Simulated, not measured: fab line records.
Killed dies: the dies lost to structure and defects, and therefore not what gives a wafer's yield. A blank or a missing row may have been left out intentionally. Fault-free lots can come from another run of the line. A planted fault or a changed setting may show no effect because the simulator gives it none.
fab line records    flow n5_finfet
record: lots: 10  wafers: 29  last_day: 18
route steps=1938 shown BEOL_M4@1111 MIM_BOT_ETCH@1868 PASSIVATION@1907
lots that met no fault: taken from a fault-free run of the same line
start_h: hours from the record's first day to the start of the lot's first wafer shown    wait_h: time in hours since the lot's previous step    " repeats the value in the row above    L1.1+2: a row that stands for several wafers    - value missing, or start not given    * or withheld: withheld    < > ~ a bound
route shown NAME@n: names a module that has steps shown in the file, with the first one's number in the route    usual: average and standard deviation across the fault-free wafers    same: alike in all rows    chamber/n: place in a boat    sites: each site's reading    _std_site: standard deviation of those values    _edge_site: mean of outer sites minus mean of inner sites    radius_mm: for every site, how far away it sits from the centre of the wafer    mask NAME#n: copy n    behind: tool/chamber where the wafer was last shaped    hold: the reason the lot was held/the length of the hold in hours/how it ended    device: the n, p or np transistor that did not switch    end of line: tests run on the same wafers once the route is complete    step lacking rows: just its recipe    killed: dies that structure and defects cost at the first sort, which is not the same as the wafer's yield    map: dies across one wafer; x = killed, . = not, _ = none there
set.NAME: setting as actually run; set.NAME@STEP: the setting as run at that earlier step    model.NAME: the simulator's own value behind a step, which no gauge read
the route's steps for a sample of lots (tables are steps, rows are wafers)
services: a tool's chamber out of use, with start hour (start_h, from the record's first day; less than 0 if before it), hours out, and reason
== steps ==
step: N5_BEOL_M4_RC_MEAS_101
usual: DIBL_N: 36.3/1.2  DIBL_P: 36.3/1.4  IOFF_N: 0.157/0.02  IOFF_P: 0.22/0.033  ION_N: 675/9.6  ION_P: 465/8.2  SS_N: 71.4/0.45  SS_P: 73.3/0.54  VT_N: 249.8/2.5  VT_P: -249/3.2
lot.wafer  tool       chamber  start_h  wait_h  DIBL_N[mV/V]  DIBL_P[mV/V]  IOFF_N[nA/um]  IOFF_P[nA/um]  ION_N[uA/um]  ION_P[uA/um]  SS_N[mV/dec]  SS_P[mV/dec]  VT_N[mV]  VT_P[mV]
L491.1     prober-01  0        170.35   0.0     37.2          38.5          0.169          0.23           681           466           71.4          72.8          246.2     -249
L491.4     "          0        "        "       36.6          37.3          0.150          0.21           676           467           71.6          72.7          249.8     -251
L491.5     "          0        "        "       35.3          36.4          0.137          0.20           661           457           71.5          73.0          251.9     -252
L493.1     prober-01  0        187.88   0.0     34.6          34.8          0.128          0.16           665           455           71.2          72.0          251.3     -256
L493.3     "          0        "        "       35.1          34.9          0.132          0.17           662           453           71.7          72.3          251.7     -253
L493.5     "          0        "        "       35.3          35.1          0.137          0.17           668           455           71.2          71.9          253.9     -254
L495.1     prober-01  0        209.08   0.0     36.7          36.7          0.185          0.25           695           475           72.2          73.9          247.5     -249
L495.4     "          0        "        "       36.6          36.2          0.163          0.23           679           466           71.9          72.6          250.2     -249
L495.5     "          0        "        "       36.4          36.4          0.179          0.25           695           477           71.0          72.6          246.5     -246
L494.2     prober-01  0        215.79   0.2     37.1          35.8          0.157          0.22           678           467           72.0          73.1          252.2     -249
L494.6     "          0        "        "       36.6          34.6          0.138          0.19           674           460           71.2          73.4          252.7     -251
L503.1     prober-01  0        269.43   0.0     37.2          37.3          0.182          0.25           680           475           71.3          73.5          248.5     -246
L503.3     "          0        "        "       35.8          36.4          0.173          0.24           680           472           71.3          73.9          249.2     -245
L503.4     "          0        "        "       36.2          36.6          0.173          0.23           677           465           71.1          72.8          247.7     -246
L507.1     prober-02  0        274.00   0.0     36.0          35.9          0.160          0.20           683           463           71.2          73.4          249.9     -250
L507.4     "          0        "        "       36.0          36.1          0.152          0.20           672           461           71.7          72.8          249.2     -252
L507.5     "          0        "        "       36.0          36.1          0.159          0.20           685           463           71.2          72.5          248.5     -251
L506.1     prober-02  0        284.71   0.0     36.3          36.0          0.133          0.20           666           461           71.5          72.2          254.8     -251
L506.4     "          0        "        "       37.1          36.6          0.149          0.21           677           464           71.6          72.6          251.3     -247
L506.6     "          0        "        "       37.9          38.3          0.163          0.24           686           477           71.9          74.0          249.4     -248
L511.1     prober-02  0        308.98   0.0     38.3          38.4          0.206          0.26           675           463           72.1          74.6          247.8     -247
L511.5     "          0        "        "       37.7          38.6          0.195          0.26           675           467           72.2          73.5          247.5     -249
L511.6     "          0        "        "       38.1          38.6          0.199          0.26           692           474           71.5          73.9          244.4     -245
L512.3     prober-02  0        315.34   0.3     37.2          37.3          0.186          0.26           691           481           71.4          74.0          247.1     -246
L512.5     "          0        "        "       37.1          36.7          0.174          0.25           683           473           71.6          74.1          249.6     -247
L512.6     "          0        "        "       35.9          34.6          0.154          0.22           689           474           70.7          73.9          253.2     -250
L514.2     prober-02  0        331.82   0.2     38.2          39.2          0.187          0.29           688           471           71.6          74.1          249.0     -242
L514.4     "          0        "        "       34.8          34.9          0.119          0.20           665           470           70.4          72.6          251.8     -248
L514.6     "          0        "        "       39.5          40.7          0.208          0.34           685           478           71.7          74.1          247.2     -243
step: N5_MIM_BOT_ETCH_ETCH_00
recipe: chemistry: Cl2/BCl3  target: TiN  target_depth_a: 455  ion_energy_ev: 150  pressure_mtorr: 10  icp_w: 1000  bias_w: 126  Cl2_flow_sccm: 53.25  bcl3_flow_sccm: 21.75  Ar_flow_sccm: 25
usual: bcl3_flow_sccm: 21.75/0.06  drypump_motor_current_A: 6.1/0.4  oes_ar_750_au: 0.74/0.075  oes_product_au: 0.74/0.074  throttle_valve_pct: 21.80/0.099
lot.wafer  tool          chamber  start_h  wait_h  bcl3_flow_sccm  drypump_motor_current_A  oes_ar_750_au  oes_product_au  rf_hours_counter_h  throttle_valve_pct
L491.1     rie_metal-02  0        266.27   0.1     21.74           6.5                      0.68           0.69            80                  21.78
L491.4     "             1        "        "       21.83           6.3                      0.74           0.74            -                   21.75
L491.5     "             1        "        "       21.80           6.3                      0.74           0.74            -                   21.74
L493.1     rie_metal-02  0        283.03   0.1     21.65           6.5                      0.68           0.69            82                  21.80
L493.3     "             1        "        "       21.76           6.3                      0.74           0.74            -                   21.75
L493.5     "             0        "        "       21.68           6.5                      0.67           0.69            -                   21.80
L495.1     rie_metal-02  1        292.22   0.1     21.81           6.3                      0.73           0.74            61                  21.75
L495.4     "             1        "        "       21.84           6.3                      0.73           0.62            -                   21.96
L495.5     "             1        "        "       21.87           6.3                      0.73           0.74            -                   21.74
L494.2     rie_metal-02  0        301.97   0.1     21.79           6.5                      0.67           0.57            83                  22.03
L494.6     "             0        "        "       21.81           6.6                      0.67           0.69            -                   21.81
L503.1     rie_metal-02  1        361.30   0.1     21.74           6.3                      0.72           0.72            67                  21.77
L503.3     "             0        "        "       21.72           6.5                      0.66           0.67            -                   21.79
L503.4     "             1        "        "       21.68           6.3                      0.72           0.71            -                   21.77
L507.1     rie_metal-03  1        373.68   0.1     21.68           5.9                      0.79           0.80            36                  21.80
L507.4     "             0        "        "       21.80           6.1                      0.98           0.99            -                   21.87
L507.5     "             0        "        "       21.69           6.1                      0.98           0.99            -                   21.85
L506.1     rie_metal-02  0        376.36   0.1     21.70           6.6                      0.66           0.67            90                  21.82
L506.4     "             0        "        "       21.72           6.6                      0.66           0.67            -                   21.79
L506.6     "             1        "        "       21.68           6.3                      0.72           0.72            -                   21.77
L511.1     rie_metal-01  0        402.22   0.1     21.90           5.8                      0.82           0.82            33                  21.75
L511.5     "             0        "        "       21.79           5.8                      0.82           0.82            -                   21.74
L511.6     "             1        "        "       21.71           5.3                      0.71           0.72            -                   21.70
L512.3     rie_metal-01  1        403.00   0.1     21.78           5.3                      0.70           0.71            -                   21.73
L512.5     "             1        "        "       21.82           5.3                      0.70           0.72            -                   21.71
L512.6     "             0        "        "       21.68           5.8                      0.82           0.82            -                   21.76
L514.2     rie_metal-01  0        431.76   0.1     21.83           5.8                      0.82           0.81            36                  21.76
L514.4     "             0        "        "       21.78           5.8                      0.81           0.81            -                   21.77
L514.6     "             0        "        "       21.77           5.8                      0.81           0.81            -                   21.74
step: N5_PASSIVATION_INSPECT_64
recipe: mode: adi  inspect_instrument: macro
usual: raw_defect_count: 2.2/1.4
lot.wafer  tool               chamber  start_h  wait_h  raw_defect_count
L491.1     defect_inspect-01  -        269.62   0.0     3
L491.4     "                  -        "        "       2
L491.5     "                  -        "        "       3
L493.1     defect_inspect-01  -        286.18   0.0     3
L493.3     "                  -        "        "       2
L493.5     "                  -        "        "       2
L495.1     defect_inspect-02  -        295.52   0.0     0
L495.4     "                  -        "        "       5
L495.5     "                  -        "        "       2
L494.6     defect_inspect-02  -        305.42   0.0     2
L503.1     defect_inspect-02  -        366.41   0.0     0
L503.3     "                  -        "        "       3
L503.4     "                  -        "        "       1
L507.1     defect_inspect-02  -        376.63   0.0     0
L507.4     "                  -        "        "       2
L507.5     "                  -        "        "       1
L506.1     defect_inspect-02  -        380.87   0.0     2
L506.4     "                  -        "        "       2
L506.6     "                  -        "        "       0
L511.1     defect_inspect-02  -        405.39   0.0     1
L511.5     "                  -        "        "       1
L511.6     "                  -        "        "       3
L512.3     defect_inspect-01  -        408.92   0.0     2
L512.5     "                  -        "        "       4
L512.6     "                  -        "        "       1
L514.2     defect_inspect-01  -        435.59   0.0     0
L514.4     "                  -        "        "       2
L514.6     "                  -        "        "       3
step: N5_PASSIVATION_OVL_MEAS_66
recipe: points_per_wafer: 44
usual: PASS_OPEN_OVL: 6/5.6
lot.wafer  tool        chamber  start_h  wait_h  PASS_OPEN_OVL[nm]
L491.1     overlay-02  0        271.86   0.0     5
L491.4     "           0        "        "       8
L491.5     "           0        "        "       13
L493.1     overlay-01  0        288.01   0.0     4
L493.3     "           0        "        "       6
L493.5     "           0        "        "       4
L495.1     overlay-01  0        297.69   0.0     -2
L495.4     "           0        "        "       1
L495.5     "           0        "        "       -5
L494.6     overlay-01  0        307.31   0.0     3
L503.1     overlay-01  0        368.65   0.0     2
L503.3     "           0        "        "       1
L503.4     "           0        "        "       10
L507.1     overlay-02  0        378.50   0.0     17
L507.4     "           0        "        "       12
L507.5     "           0        "        "       17
L506.1     overlay-02  0        382.60   0.0     7
L506.4     "           0        "        "       12
L506.6     "           0        "        "       6
L511.1     overlay-02  0        407.11   0.0     -8
L511.5     "           0        "        "       -4
L511.6     "           0        "        "       -6
L512.3     overlay-02  0        410.76   0.0     -2
L512.5     "           0        "        "       -5
L512.6     "           0        "        "       0
L514.2     overlay-02  0        437.30   0.0     13
L514.4     "           0        "        "       8
L514.6     "           0        "        "       13
step: N5_PASSIVATION_PASS_ETCH_47
recipe: chemistry: CF4/O2  target: SiNx  target_depth_a: 7700  time_s: 385  ion_energy_ev: 100  pressure_mtorr: 40  source_w: 535  bias_w: 49  Ar_flow_sccm: 100  cf4_flow_sccm: 100  O2_flow_sccm: 10
usual: drypump_motor_current_A: 5.8/0.4  oes_ar_750_au: 0.79/0.071  oes_product_au: 0.79/0.072  rf_vpp_V: 240.9/1.8  showerhead_plenum_p_Torr: 2.21/0.066  throttle_valve_pct: 15.95/0.26
lot.wafer  tool         chamber  start_h  wait_h  drypump_motor_current_A  oes_ar_750_au  oes_product_au  rf_hours_counter_h  rf_vpp_V  showerhead_plenum_p_Torr  throttle_valve_pct
L491.1     rie_diel-06  3        272.05   0.0     5.4                      0.81           0.80            118                 241.7     2.22                      15.75
L491.4     "            0        "        "       5.7                      0.74           0.74            -                   239.2     2.20                      16.03
L491.5     "            2        "        "       6.9                      0.73           0.73            -                   242.6     2.19                      16.41
L493.1     rie_diel-06  2        288.11   0.0     6.8                      0.71           0.71            218                 242.7     2.19                      16.42
L493.3     "            1        "        "       5.7                      0.80           0.79            112                 238.3     2.13                      16.15
L493.5     "            0        "        "       5.8                      0.73           0.73            -                   240.2     2.20                      16.03
L495.1     rie_diel-06  1        297.78   0.0     5.7                      0.80           0.79            116                 238.9     2.13                      16.15
L495.4     "            0        "        "       5.8                      0.72           0.73            180                 240.0     2.20                      16.03
L495.5     "            1        "        "       5.8                      0.79           0.79            -                   238.2     2.13                      16.15
L494.6     rie_diel-06  1        307.52   0.1     5.7                      0.80           0.79            -                   240.1     2.13                      16.15
L503.1     rie_diel-06  0        368.74   0.0     5.8                      0.71           0.71            206                 240.5     2.19                      16.08
L503.3     "            2        "        "       6.8                      0.70           0.69            247                 242.1     2.18                      16.50
L503.4     "            1        "        "       5.8                      0.77           0.76            144                 238.4     2.12                      16.19
L507.1     rie_diel-06  0        378.67   0.0     5.7                      0.71           0.71            209                 238.9     2.19                      16.10
L507.4     "            2        "        "       6.8                      0.70           0.70            250                 242.9     2.18                      16.48
L507.5     "            3        "        "       5.4                      0.78           0.77            -                   241.3     2.20                      15.82
L506.1     rie_diel-06  0        382.69   0.0     5.8                      0.71           0.71            211                 238.2     2.19                      16.11
L506.4     "            1        "        "       5.8                      0.77           0.76            -                   239.5     2.12                      16.20
L506.6     "            3        "        "       5.4                      0.78           0.77            -                   240.6     2.20                      15.83
L511.1     rie_diel-03  0        407.20   0.0     6.0                      0.88           0.89            46                  242.1     2.25                      15.89
L511.5     "            1        "        "       5.8                      0.79           0.79            -                   240.6     2.31                      15.70
L511.6     "            2        "        "       5.6                      0.73           0.73            -                   242.4     2.28                      16.16
L512.3     rie_diel-03  0        410.86   0.0     6.0                      0.87           0.89            47                  240.7     2.25                      15.91
L512.5     "            1        "        "       5.8                      0.79           0.78            -                   239.4     2.31                      15.71
L512.6     "            0        "        "       6.0                      0.89           0.88            -                   242.4     2.25                      15.89
L514.2     rie_diel-06  3        437.39   0.0     5.4                      0.76           0.75            179                 240.9     2.20                      15.87
L514.4     "            0        "        "       5.7                      0.69           0.69            231                 238.6     2.18                      16.14
L514.6     "            1        "        "       5.7                      0.76           0.74            -                   238.1     2.11                      16.25
step: N5_PASSIVATION_PROBE_49
usual: defect_limited_yield: 91.1/1.4  killed_at_M0_to_M3: 33/10  killed_at_M4_up: 15/5.8  killed_at_contacts: 13/5.9  killed_at_front_end: 39/11  killed_at_other: 4/3.6  killed_dies: 105/16  killed_on_rim: 13/3.7  killed_open: 68/11  killed_short: 34/7.8  sort_bin_5_function: 5.2/0.88  sort_bin_6_memory: 3.3/0.61  sort_n_pass: 1075/16  sort_yield_pct: 91.1/1.4
same: gross_dies: 1180  killed_at_back_side: 0  sort_bin_4_leakage[%]: 0  sort_bin_8_speed[%]: 0
lot.wafer  tool       chamber  start_h  wait_h  defect_limited_yield[%]  killed_at_M0_to_M3  killed_at_M4_up  killed_at_contacts  killed_at_front_end  killed_at_other  killed_dies  killed_on_rim  killed_open  killed_short  sort_bin_5_function[%]  sort_bin_6_memory[%]  sort_n_pass  sort_yield_pct[%]
L491.1     prober-01  -        275.06   0.0     90.7                     32                  18               13                  45                   2                110          10             64           41            5.7                     3.3                   1070         90.7
L491.4     prober-01  -        275.21   0.2     91.2                     23                  22               16                  39                   4                104          18             65           36            5.3                     3.3                   1076         91.2
L491.5     prober-01  -        275.26   0.2     90.5                     26                  23               22                  40                   1                112          14             75           30            6.1                     3.3                   1068         90.5
L495.1     prober-01  -        300.80   0.0     91.3                     24                  14               17                  36                   12               103          11             67           33            6.4                     2.1                   1077         91.3
L495.4     prober-01  -        300.95   0.2     48.9                     32                  17               11                  31                   512              603          41             68           25            48.8                    1.7                   577          48.9
L495.5     prober-01  -        301.00   0.2     90.8                     40                  17               12                  28                   11               108          17             70           35            5.3                     3.8                   1072         90.8
L494.2     prober-01  -        311.13   0.1     9.2                      48                  12               9                   41                   961              1071         107            76           34            86.2                    4.0                   109          9.2
L494.6     prober-01  -        311.33   0.3     91.0                     30                  13               21                  42                   0                106          18             82           23            5.2                     3.5                   1074         91.0
L503.4     prober-02  -        371.91   0.2     89.0                     51                  17               8                   46                   8                130          19             82           47            6.5                     4.2                   1050         89.0
L507.1     prober-01  -        381.69   0.0     87.3                     70                  14               7                   52                   7                150          19             87           62            7.3                     4.7                   1030         87.3
L507.4     prober-01  -        381.84   0.2     89.0                     35                  27               6                   56                   6                130          21             80           45            6.6                     3.9                   1050         89.0
L507.5     prober-01  -        381.89   0.2     90.8                     43                  19               2                   40                   4                108          10             74           29            5.1                     3.4                   1072         90.8
L506.1     prober-02  -        385.70   0.0     91.3                     37                  12               15                  37                   2                103          12             71           31            4.7                     3.7                   1077         91.3
L506.4     prober-02  -        385.85   0.2     90.1                     25                  19               15                  58                   0                117          20             84           29            5.6                     4.0                   1063         90.1
L506.6     prober-02  -        385.95   0.3     92.4                     27                  9                13                  41                   0                90           10             53           34            4.3                     2.9                   1090         92.4
L511.1     prober-02  -        410.22   0.0     91.8                     39                  9                15                  29                   5                97           19             69           28            5.3                     2.9                   1083         91.8
L511.5     prober-02  -        410.42   0.2     92.1                     33                  16               14                  27                   3                93           13             66           26            3.8                     3.6                   1087         92.1
L511.6     prober-02  -        410.47   0.3     91.1                     41                  21               17                  24                   2                105          14             73           29            5.3                     3.4                   1075         91.1
killed by level:class
L491.1 FIN_SAQP:geometric_particle:short=16 STI_FIN_REVEAL:geometric_particle:open=9 MOL_CONTACT_COAG:geometric_particle:open=9 BEOL_M2:geometric_particle:open=9 FIN_SAQP:geometric_particle:open=8 BEOL_M1:geometric_particle:open=6 BEOL_M3:geometric_particle:open=6 BEOL_M4:geometric_particle:open=6
L491.4 FIN_SAQP:geometric_particle:open=20 MOL_CONTACT_COAG:geometric_particle:open=13 FIN_SAQP:geometric_particle:short=10 BEOL_M4:geometric_particle:open=10 BEOL_M4:geometric_particle:short=6 BEOL_M0_SAQP:geometric_particle:open=4 BEOL_M0_SAQP:geometric_particle:short=4 BEOL_M2:geometric_particle:open=4
L491.5 MOL_CONTACT_COAG:geometric_particle:open=18 FIN_SAQP:geometric_particle:open=16 BEOL_M4:geometric_particle:open=9 FIN_SAQP:geometric_particle:short=7 STI_FIN_REVEAL:geometric_particle:open=5 BEOL_M5:geometric_particle:open=5 BEOL_M0_SAQP:geometric_particle:short=5 BEOL_M2:geometric_particle:open=5
L495.1 MOL_CONTACT_COAG:geometric_particle:open=13 BEOL_M2:geometric_particle:open=7 FIN_SAQP:geometric_particle:open=6 STARTING-WAFER:geometric_particle:open=6 STI_FIN_REVEAL:geometric_particle:open=5 FIN_SAQP:geometric_particle:short=4 GATE_CUT:geometric_particle:short=4 BEOL_M0_SAQP:geometric_particle:open=4
L495.4 MIM_BOT_ETCH:area_etch=510 MOL_CONTACT_COAG:geometric_particle:open=11 FIN_SAQP:geometric_particle:open=8 BEOL_M0_SAQP:geometric_particle:open=7 BEOL_M1:geometric_particle:open=7 BEOL_M0_SAQP:geometric_particle:short=6 BEOL_M4:geometric_particle:open=6 STARTING-WAFER:geometric_particle:short=5
L495.5 BEOL_M1:geometric_particle:open=12 FIN_SAQP:geometric_particle:open=9 MOL_CONTACT_COAG:geometric_particle:open=9 BEOL_M4:geometric_particle:open=9 FIN_SAQP:geometric_particle:short=7 BEOL_M0_SAQP:geometric_particle:open=7 BEOL_M0_SAQP:geometric_particle:short=5 BEOL_M1:geometric_particle:short=5
L494.2 MIM_BOT_ETCH:area_etch=960 FIN_SAQP:geometric_particle:open=23 BEOL_M0_SAQP:geometric_particle:short=15 BEOL_M0_SAQP:geometric_particle:open=11 FIN_SAQP:geometric_particle:short=7 BEOL_M2:geometric_particle:open=7 MOL_CONTACT_COAG:geometric_particle:open=6 BEOL_M4:geometric_particle:open=6
L494.6 STI_FIN_REVEAL:geometric_particle:open=22 MOL_CONTACT_COAG:geometric_particle:open=17 FIN_SAQP:geometric_particle:open=7 BEOL_M1:geometric_particle:open=6 BEOL_M3:geometric_particle:open=6 BEOL_M0_SAQP:geometric_particle:open=5 FIN_SAQP:geometric_particle:short=4 MOL_CONTACT_COAG:geometric_particle:short=4
L503.4 FIN_SAQP:geometric_particle:short=15 BEOL_M3:geometric_particle:open=13 BEOL_M0_SAQP:geometric_particle:short=13 BEOL_M0_SAQP:geometric_particle:open=13 FIN_SAQP:geometric_particle:open=10 MOL_CONTACT_COAG:geometric_particle:open=8 DUMMY_GATE:geometric_particle:open=6 PAD_METAL:geometric_particle:open=4
L507.1 FIN_SAQP:geometric_particle:short=14 FIN_SAQP:geometric_particle:open=11 BEOL_M2:geometric_particle:open=11 BEOL_M3:geometric_particle:open=11 BEOL_M0_SAQP:geometric_particle:short=10 BEOL_M1:geometric_particle:open=10 BEOL_M2:geometric_particle:short=9 BEOL_M0:geometric_particle:open=7
L507.4 FIN_SAQP:geometric_particle:short=20 BEOL_M3:geometric_particle:open=12 BEOL_M4:geometric_particle:open=10 FIN_SAQP:geometric_particle:open=9 STI_FIN_REVEAL:geometric_particle:open=9 STI_FIN_REVEAL:geometric_particle:short=7 BEOL_M2:geometric_particle:open=6 MOL_CONTACT_COAG:geometric_particle:open=5
L507.5 BEOL_M0_SAQP:geometric_particle:open=12 STI_FIN_REVEAL:geometric_particle:open=9 BEOL_M0:geometric_particle:open=8 FIN_SAQP:geometric_particle:short=7 BEOL_M0_SAQP:geometric_particle:short=6 BEOL_M3:geometric_particle:open=6 BEOL_M4:geometric_particle:open=6 BEOL_M8:geometric_particle:open=5
L506.1 MOL_CONTACT_COAG:geometric_particle:open=11 BEOL_M2:geometric_particle:open=10 GATE_CUT:geometric_particle:short=7 BEOL_M1:geometric_particle:open=6 BEOL_M3:geometric_particle:open=6 BEOL_M4:geometric_particle:open=6 FIN_SAQP:geometric_particle:short=5 BEOL_M0_SAQP:geometric_particle:open=5
L506.4 STI_FIN_REVEAL:geometric_particle:open=19 MOL_CONTACT_COAG:geometric_particle:open=13 BEOL_M1:geometric_particle:open=8 GATE_CUT:geometric_particle:short=7 DUMMY_GATE:geometric_particle:open=6 STI_FIN_REVEAL:geometric_particle:short=4 BEOL_M0_SAQP:geometric_particle:open=4 STARTING-WAFER:geometric_particle:open=4
L506.6 MOL_CONTACT_COAG:geometric_particle:open=12 BEOL_M3:geometric_particle:open=8 STI_FIN_REVEAL:geometric_particle:open=7 GATE_CUT:geometric_particle:short=7 STARTING-WAFER:geometric_particle:open=5 FIN_SAQP:geometric_particle:short=4 BEOL_M1:geometric_particle:open=4 BEOL_M2:geometric_particle:open=4
L511.1 BEOL_M0_SAQP:geometric_particle:open=11 MOL_CONTACT_COAG:geometric_particle:open=10 BEOL_M3:geometric_particle:open=10 DUMMY_GATE:geometric_particle:open=8 BEOL_M0_SAQP:geometric_particle:short=8 BEOL_M4:geometric_particle:open=6 MOL_CONTACT_COAG:geometric_particle:short=5 BEOL_M2:geometric_particle:open=5
L511.5 BEOL_M0_SAQP:geometric_particle:open=13 MOL_CONTACT_COAG:geometric_particle:open=9 BEOL_M1:geometric_particle:open=8 DUMMY_GATE:geometric_particle:open=6 GATE_CUT:geometric_particle:short=5 MOL_CONTACT_COAG:geometric_particle:short=5 BEOL_M4:geometric_particle:open=4 STI_FIN_REVEAL:geometric_particle:open=3
L511.6 MOL_CONTACT_COAG:geometric_particle:open=16 BEOL_M0_SAQP:geometric_particle:short=14 BEOL_M0_SAQP:geometric_particle:open=13 BEOL_M4:geometric_particle:open=7 BEOL_M1:geometric_particle:open=6 BEOL_M4:geometric_particle:short=6 STARTING-WAFER:geometric_particle:open=6 STI_FIN_REVEAL:geometric_particle:open=4
== services ==
tool          chamber  start_h  hours  kind
rie_diel-03   3        247.54   9.3    repair
rie_metal-03  -        258.26   0.4    repair
rie_diel-03   0        259.40   -      clean
rie_diel-03   0        259.40   -      consumable_replace:focus_ring
rie_diel-03   0        259.40   20.5   scheduled_down
rie_diel-03   0        259.40   20.5   vent_cycle
rie_diel-03   -        267.25   1.6    repair
rie_diel-03   3        279.88   -      clean
rie_diel-03   3        279.88   -      consumable_replace:focus_ring
rie_metal-01  0        302.31   5.3    repair
rie_diel-03   2        330.71   4.4    repair
rie_metal-01  1        362.21   3.6    repair
rie_diel-06   -        370.27   2.8    pm
rie_diel-06   2        379.23   -      clean
rie_diel-06   2        379.23   -      consumable_replace:esc
rie_diel-06   2        379.23   -      consumable_replace:focus_ring
rie_diel-06   2        379.23   23.6   scheduled_down
rie_diel-06   2        379.23   23.6   vent_cycle
rie_diel-06   1        389.46   5.7    repair
rie_diel-03   3        390.81   4.9    repair
rie_metal-01  1        411.11   4.9    repair
rie_metal-02  1        422.00   2.2    repair
rie_metal-01  1        424.22   3.1    repair
rie_metal-02  0        427.75   -      clean
== key ==
first_sign: step: N5_PASSIVATION_PROBE_49  reading: killed_at_other  direction: up  sigmas: 99+  usual: 4  struck: 736
effect: step: N5_PASSIVATION_PROBE_49  reading: sort_bin_5_function  direction: up  sigmas: 71  usual: 5.2  struck: 67.5
more_kills_born_at: N5_MIM_BOT_ETCH_ETCH_00@rie_metal-02: 1470
met_at N5_MIM_BOT_ETCH_ETCH_00
struck_lots L494,L495
struck_wafers L494.2,L495.4
later_rows_left_out L494.2
not_acting_at N5_PASSIVATION_INSPECT_64,N5_PASSIVATION_OVL_MEAS_66,N5_PASSIVATION_PASS_ETCH_47
onset_between 283.03 292.22
fault: kind: process_parameter_drift  tool: rie_metal-02  chamber: -  onset_h: 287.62  steps: N5_MIM_BOT_ETCH_ETCH_00  channel: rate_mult  offset: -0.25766  shape: step  end_h: 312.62  scope: struck_wafers_only
later_rows_left_out: the simulator's readings of these wafers behind a module that went badly wrong aren't trusted and aren't shown, but for the sort
